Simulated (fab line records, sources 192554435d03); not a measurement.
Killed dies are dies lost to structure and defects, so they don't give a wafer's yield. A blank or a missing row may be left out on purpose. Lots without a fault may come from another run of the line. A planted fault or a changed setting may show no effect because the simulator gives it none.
One fault seen from 3 desks | flow n5_finfet | each desk has only its own numbers; what lay behind them comes last

THE DEFECT DESK
What the inspections along the route counted, lot by lot: means of the sampled wafers that have a number. A lot is out of limits, marked OUT, if its mean lies more than 4 standard deviations from the usual mean; the brackets give that distance.
Columns: A = raw_defect_count at N5_BEOL_M10_INSPECT_30, usual 371; B = raw_defect_count at N5_BEOL_M10_INSPECT_58, usual 63
lot  | first seen here | A   | B
L667 | day 10 08:31    | 324 | 72
L670 | day 10 19:36    | 411 | 86
L672 | day 12 04:37    | 368 | 54
L686 | day 15 13:21    | 652 | 101
L687 | day 15 22:35    | 420 | 58
L688 | day 16 12:29    | 348 | 71
This desk's finding: nothing out of limits on any of the 6 lots.

THE METROLOGY DESK
What the gauges read, lot by lot, whatever tool the lot ran on: means of the sampled wafers that have a number. A lot is out of limits, marked OUT, if its mean lies more than 4 standard deviations from the usual mean; the brackets give that distance.
Columns: A = cd_nm at N5_BEOL_M10_CD_MEAS_28, usual 70.1 nm; B = V9_OVL at N5_BEOL_M10_OVL_MEAS_29, usual -0.2 nm; C = trench_depth_nm at N5_BEOL_M10_OCD_MEAS_38, usual 145.9 nm; D = cd_nm at N5_BEOL_M10_CD_MEAS_35, usual 70.1 nm; E = M10_THK at N5_BEOL_M10_THK_MEAS_53, usual 140 nm; F = M10_RS at N5_BEOL_M10_RS_MEAS_57, usual 0.154 ohm/sq
lot  | first seen here | A    | B    | C                | D    | E              | F
L667 | day 10 08:28    | 69.9 | -0.8 | 144.9            | 70.2 | 138            | 0.156
L670 | day 10 19:33    | 69.5 | -0.6 | 144.9            | 69.5 | 139            | 0.156
L672 | day 12 04:34    | 69.9 | -0.7 | 146.1            | 70.6 | 137            | 0.154
L686 | day 15 13:18    | 70.2 | -0.4 | 171.8 (+9.3) OUT | 70.3 | 164 (+7.1) OUT | 0.128 (-7.0) OUT
L687 | day 15 22:32    | 68.8 | 1.0  | 171.0 (+9.0) OUT | 71.9 | 168 (+8.2) OUT | 0.128 (-7.0) OUT
L688 | day 16 12:26    | 70.8 | -0.8 | 146.2            | 69.5 | 140            | 0.153
This desk's finding: out of limits on L686, L687; first on L686, day 15 13:53 (trench_depth_nm at N5_BEOL_M10_OCD_MEAS_38). In limits: L667, L670, L672, L688.

THE TOOL OWNER'S DESK: rie_diel-02
The tool's own readings at N5_BEOL_M10_TRENCH_ETCH_37 (etches SiCOH lowk in C4F6/O2, target depth 148.83 nm, time 48 s): means of the sampled wafers that have a number, for each lot that ran on this tool. A lot is out of limits, marked OUT, if its mean lies more than 4 standard deviations from the usual mean; the brackets give that distance. Of its 9 readings 7 are shown: the one that was out of limits first, and those that lie furthest out on some lot.
Columns: A = drypump_motor_current_A at N5_BEOL_M10_TRENCH_ETCH_37, usual 5.6 A; B = oes_ar_750_au at N5_BEOL_M10_TRENCH_ETCH_37, usual 0.77 a.u.; C = oes_f_703_au at N5_BEOL_M10_TRENCH_ETCH_37, usual 0.77 a.u.; D = oes_o_777_au at N5_BEOL_M10_TRENCH_ETCH_37, usual 0.77 a.u.; E = rf_fwd_power_W at N5_BEOL_M10_TRENCH_ETCH_37, usual 341.7 W; F = rf_vpp_V at N5_BEOL_M10_TRENCH_ETCH_37, usual 663 V; G = throttle_valve_pct at N5_BEOL_M10_TRENCH_ETCH_37, usual 21.04 %
lot  | first seen here | A   | B    | C               | D               | E                       | F             | G
L672 | day 12 04:58    | 5.2 | 0.81 | 0.80            | 0.80            | 342.3                   | 654           | 21.09
L686 | day 15 13:41    | 5.4 | 0.90 | 1.19 (+7.6) OUT | 1.07 (+5.6) OUT | 547.6 (+99 or more) OUT | 522 (-10) OUT | 21.25
L687 | day 15 22:56    | 5.4 | 0.90 | 1.17 (+7.3) OUT | 1.08 (+5.7) OUT | 549.4 (+99 or more) OUT | 522 (-10) OUT | 21.28
This desk's finding: out of limits on L686, L687; first on L686, day 15 13:41 (oes_f_703_au at N5_BEOL_M10_TRENCH_ETCH_37). In limits: L672.

PUT TOGETHER
The tool owner's desk could have raised an alarm at day 15 13:41, on L686, L687.
The metrology desk could have raised an alarm at day 15 13:53, on L686, L687.
The defect desk saw nothing out of limits.
The defect desk has L686, L687 on record, within its limits.
Of the lots named, all ran N5_BEOL_M10_TRENCH_ETCH_37 on rie_diel-02.

WHAT THE SIMULATOR HAD PUT IN
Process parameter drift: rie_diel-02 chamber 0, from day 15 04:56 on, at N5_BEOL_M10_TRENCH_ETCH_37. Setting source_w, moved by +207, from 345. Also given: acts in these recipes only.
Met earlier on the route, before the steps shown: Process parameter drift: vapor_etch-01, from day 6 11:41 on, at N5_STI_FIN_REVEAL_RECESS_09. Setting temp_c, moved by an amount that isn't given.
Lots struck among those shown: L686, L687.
Hours from the fault's start to each desk's first reading out of limits: the tool owner's desk, 9; the metrology desk, 9.
